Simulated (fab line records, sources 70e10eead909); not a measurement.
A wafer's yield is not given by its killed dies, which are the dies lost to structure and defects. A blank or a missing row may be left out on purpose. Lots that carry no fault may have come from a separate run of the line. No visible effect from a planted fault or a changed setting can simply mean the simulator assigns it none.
Matching of chambers | flow nandHarc | 4 sister chambers for NHARC_A_STAIRCASE_DESCUM_168 on rieDiel-05
The step chemistry O2, time 3 s. 24 wafers are shown with their chamber, then 12 later ones without.

== WAFERS PAIRED WITH THEIR CHAMBERS ==
wafer  | chamber | drypumpMotorCurrentA (A) | showerheadPlenumPTorr (Torr) | oesProductAu (a.u.)
L076.2 | 3       | 4.9                      | 1.77                         | 1.000
L076.4 | 2       | 6.3                      | 1.85                         | 0.984
L076.5 | 2       | 6.3                      | 1.85                         | 0.985
L079.2 | 0       | 5.2                      | 1.88                         | 1.013
L079.4 | 1       | 4.8                      | 1.83                         | 1.006
L079.6 | 0       | 5.3                      | 1.88                         | 1.008
L083.1 | 0       | 5.3                      | 1.88                         | 1.001
L083.2 | 3       | 4.9                      | 2.08                         | 1.000
L083.3 | 1       | 4.8                      | 1.83                         | 1.019
L085.1 | 1       | 4.8                      | 1.83                         | 1.018
L085.2 | 2       | 6.3                      | 1.84                         | 0.995
L085.6 | 2       | 6.3                      | 1.84                         | 0.990
L085.3 | 3       | 4.9                      | 2.07                         | 0.985
L085.4 | 0       | 5.3                      | 1.88                         | 1.008
L085.5 | 3       | 4.9                      | 2.07                         | 0.997
L088.2 | 1       | 4.8                      | 1.82                         | 1.007
L088.3 | 3       | 4.9                      | 2.07                         | 0.978
L088.6 | 2       | 6.4                      | 1.84                         | 0.991
L088.1 | 2       | 6.3                      | 1.84                         | 0.989
L088.4 | 0       | 5.3                      | 1.87                         | 0.985
L088.5 | 1       | 4.8                      | 1.82                         | 1.016
L091.2 | 3       | 4.9                      | 2.07                         | 0.989
L091.4 | 2       | 6.3                      | 1.84                         | 0.995
L091.5 | 2       | 6.3                      | 1.84                         | 0.993

SIGNATURES (averages over the wafers above)
reading               | chamber 0 | chamber 1 | chamber 2 | chamber 3 | scatter within a chamber
drypumpMotorCurrentA  | 5.280     | 4.800     | 6.312     | 4.900     | 0.0289
showerheadPlenumPTorr | 1.8780    | 1.8260    | 1.8425    | 2.0217    | 0.0618
oesProductAu          | 1.00300   | 1.01320   | 0.99025   | 0.99150   | 0.00762
Rule: distance of a wafer from a chamber = root of the sum over the readings of ((wafer's reading minus chamber's mean) / reading's scatter) squared. If the next closest chamber is less than 2 further off than the closest, the wafer can't be placed; otherwise it belongs to the closest. The scatter: the root of (the sum of the squares of (reading less its chamber's mean) over the shown wafers, divided by (wafers less chambers)).

== WAFERS WHOSE CHAMBER IS MISSING ==
wafer  | drypumpMotorCurrentA (A) | showerheadPlenumPTorr (Torr) | oesProductAu (a.u.)
L095.2 | 4.9                      | 2.06                         | 0.990
L095.3 | 6.3                      | 1.83                         | 0.989
L095.6 | 4.8                      | 1.82                         | 1.013
L096.2 | 5.2                      | 1.86                         | 0.997
L096.3 | 4.8                      | 1.81                         | 1.004
L096.5 | 4.9                      | 2.06                         | 0.999
L097.1 | 5.3                      | 1.86                         | 1.005
L097.2 | 4.9                      | 2.06                         | 0.982
L097.4 | 6.3                      | 1.83                         | 0.990
L097.3 | 4.8                      | 1.81                         | 1.005
L097.5 | 5.2                      | 1.86                         | 1.008
L097.6 | 4.9                      | 2.06                         | 0.999

== EACH ONE'S CHAMBER ==
wafer  | from the rows above | in truth
L095.2 | 3                   | 3
L095.3 | 2                   | 2
L095.6 | 1                   | 1
L096.2 | 0                   | 0
L096.3 | 1                   | 1
L096.5 | 3                   | 3
L097.1 | 0                   | 0
L097.2 | 3                   | 3
L097.4 | 2                   | 2
L097.3 | 1                   | 1
L097.5 | 0                   | 0
L097.6 | 3                   | 3
Placed correctly: 12 of 12. Number that these rows cannot place: 0. Wrongly placed: 0.
